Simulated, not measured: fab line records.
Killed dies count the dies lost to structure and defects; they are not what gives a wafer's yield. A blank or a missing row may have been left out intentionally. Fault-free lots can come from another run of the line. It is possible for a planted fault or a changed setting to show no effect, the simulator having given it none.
Matching of chambers + flow nandHarc + NHARC_P_M2_ETCH_35 on rieDiel-09: 4 sister chambers
The step etches the open film in N2/H2, target depth 40 nm, overetch 12 nm, time 43.94 s. 14 wafers are shown with their chamber, then 7 later ones without.

## WAFERS PAIRED WITH THEIR CHAMBERS
| wafer  | chamber | rfVppV (V) | oesProductAu (a.u.) | runLengthS (s) |
|--------|---------|------------|---------------------|----------------|
| L131.1 | 2       | 427.9      | 0.990               | 64.2           |
| L131.3 | 1       | 431.9      | 1.003               | 64.3           |
| L131.6 | 3       | 433.2      | 1.012               | 65.1           |
| L132.3 | 3       | 433.1      | 1.009               | 65.2           |
| L132.4 | 0       | 428.2      | 0.976               | 65.1           |
| L132.5 | 3       | 431.1      | 1.011               | 64.9           |
| L134.1 | 3       | 432.6      | 1.000               | 65.2           |
| L134.4 | 2       | 427.7      | 0.995               | 64.4           |
| L134.6 | 0       | 427.1      | 0.969               | 65.0           |
| L133.3 | 3       | 432.1      | 1.001               | 65.1           |
| L133.4 | 0       | 427.1      | 0.979               | 65.3           |
| L133.5 | 3       | 433.1      | 1.003               | 65.3           |
| L135.1 | 3       | 433.0      | 1.008               | 64.9           |
| L135.3 | 1       | 433.1      | 0.994               | 64.9           |

SIGNATURES (averages over the wafers above)
| reading      | chamber 0 | chamber 1 | chamber 2 | chamber 3 | scatter within a chamber |
|--------------|-----------|-----------|-----------|-----------|--------------------------|
| rfVppV       | 427.467   | 432.500   | 427.800   | 432.600   | 0.712                    |
| oesProductAu | 0.97467   | 0.99850   | 0.99250   | 1.00629   | 0.00499                  |
| runLengthS   | 65.133    | 64.600    | 64.300    | 65.100    | 0.197                    |
Rule: distance of a wafer from a chamber = root of the sum over the readings of ((wafer's reading minus chamber's mean) / reading's scatter) squared. If the next closest chamber is less than 2 further off than the closest, the wafer can't be placed; otherwise it belongs to the closest. The scatter is the square root of a quotient: the sum, over the shown wafers, of each reading's squared deviation from its chamber's mean, divided by wafers minus chambers.

## WAFERS WITHOUT THEIR CHAMBER
| wafer  | rfVppV (V) | oesProductAu (a.u.) | runLengthS (s) |
|--------|------------|---------------------|----------------|
| L135.5 | 426.9      | 1.004               | 64.8           |
| L136.1 | 426.7      | 1.005               | 64.8           |
| L136.2 | 432.8      | 1.004               | 64.1           |
| L136.6 | 432.9      | 1.006               | 64.7           |
| L138.3 | 431.2      | 0.995               | 65.0           |
| L138.5 | 431.2      | 0.997               | 65.1           |
| L138.6 | 426.5      | 0.994               | 65.2           |

## WHICH CHAMBER EACH WENT THROUGH
| wafer  | from the rows above     | in truth |
|--------|-------------------------|----------|
| L135.5 | 2                       | 2        |
| L136.1 | 2                       | 2        |
| L136.2 | 1                       | 1        |
| L136.6 | can't be placed: 1 or 3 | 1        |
| L138.3 | can't be placed: 1 or 3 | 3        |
| L138.5 | can't be placed: 3 or 1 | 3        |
| L138.6 | can't be placed: 0 or 2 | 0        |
Correctly placed: 3 of 7. Cannot be placed on the basis of these rows: 4; the candidates contain the true chamber in 4. Number placed wrongly: 0.
